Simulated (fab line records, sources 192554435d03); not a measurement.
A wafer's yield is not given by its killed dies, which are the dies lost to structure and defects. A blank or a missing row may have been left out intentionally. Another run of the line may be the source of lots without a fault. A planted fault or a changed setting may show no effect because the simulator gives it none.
The tool behind it: which one? | flow n5_finfet | 24 lots, 72 wafers sampled, at 1 step of a route of 1938

## WHAT EACH GAUGE READ, for each wafer
N5_SPACER0_INSPECT_04: inspects for defects (darkfield). Usual: 143 for raw_defect_count, sd 31.
lot  | measured    | on                | raw_defect_count | flag
L074 | day 3 02:23 | defect_inspect-02 | 112 99 117       |
L075 | day 3 10:16 | defect_inspect-01 | 196 173 156      |
L076 | day 3 12:22 | defect_inspect-01 | 146 215 141      |
L077 | day 3 19:32 | defect_inspect-01 | 163 138 144      |
L078 | day 3 23:47 | defect_inspect-02 | 88 120 62        |
L079 | day 4 05:31 | defect_inspect-01 | 135 141 139      |
L080 | day 4 16:48 | defect_inspect-02 | 122 133 65       |
L081 | day 4 20:08 | defect_inspect-01 | 156 121 106      |
L082 | day 5 02:50 | defect_inspect-01 | 127 167 129      |
L084 | day 5 11:14 | defect_inspect-01 | 116 100 151      |
L083 | day 5 12:10 | defect_inspect-01 | 120 101 140      |
L085 | day 5 22:04 | defect_inspect-02 | 168 147 139      |
L086 | day 6 01:05 | defect_inspect-01 | 101 120 92       |
L087 | day 6 06:28 | defect_inspect-01 | 191 192 178      |
L088 | day 6 14:38 | defect_inspect-02 | 104 132 134      |
L089 | day 6 18:10 | defect_inspect-01 | 152 177 160      |
L090 | day 6 23:11 | defect_inspect-01 | 162 111 137      |
L091 | day 7 05:49 | defect_inspect-01 | 164 137 198      |
L092 | day 7 12:08 | defect_inspect-02 | 144 139 122      |
L093 | day 7 21:06 | defect_inspect-02 | 85 171 130       |
L094 | day 8 05:21 | defect_inspect-01 | 140 144 169      |
L095 | day 8 06:35 | defect_inspect-02 | 238 145 205      |
L096 | day 8 22:57 | defect_inspect-01 | 134 102 101      |
L097 | day 9 00:43 | defect_inspect-01 | 118 133 155      |

## EACH LOT AND THE TOOL THAT RAN IT (in order: tool; ch and the chambers of the sampled wafers; start)
No process step before these readings appears in the record.

## WHAT THE TOOLS THEMSELVES READ (means of the sampled wafers that have a number; where no wafer has one, the mark that the record gives instead)
The record holds no such reading with a usual standard deviation.

## THE ANSWER, worked out from the rows above alone
Rule: lot off if the mean of its wafers having a number is beyond 3 standard deviations from the usual mean. A lot without any number at a reading at which 4 lots or more have one is off too. Where the step has rows for the other lots, those lots are counted as sound. First the gauges in route order, then the tools' own readings, where a lot's mean is used as printed above. The first step at which some lot is off is used, and at that step the reading that is off furthest; a lot without a number counts as furthest.
No lot is off at any reading shown: from this, nothing can be told.

## WHAT THE SIMULATOR HAD PUT IN
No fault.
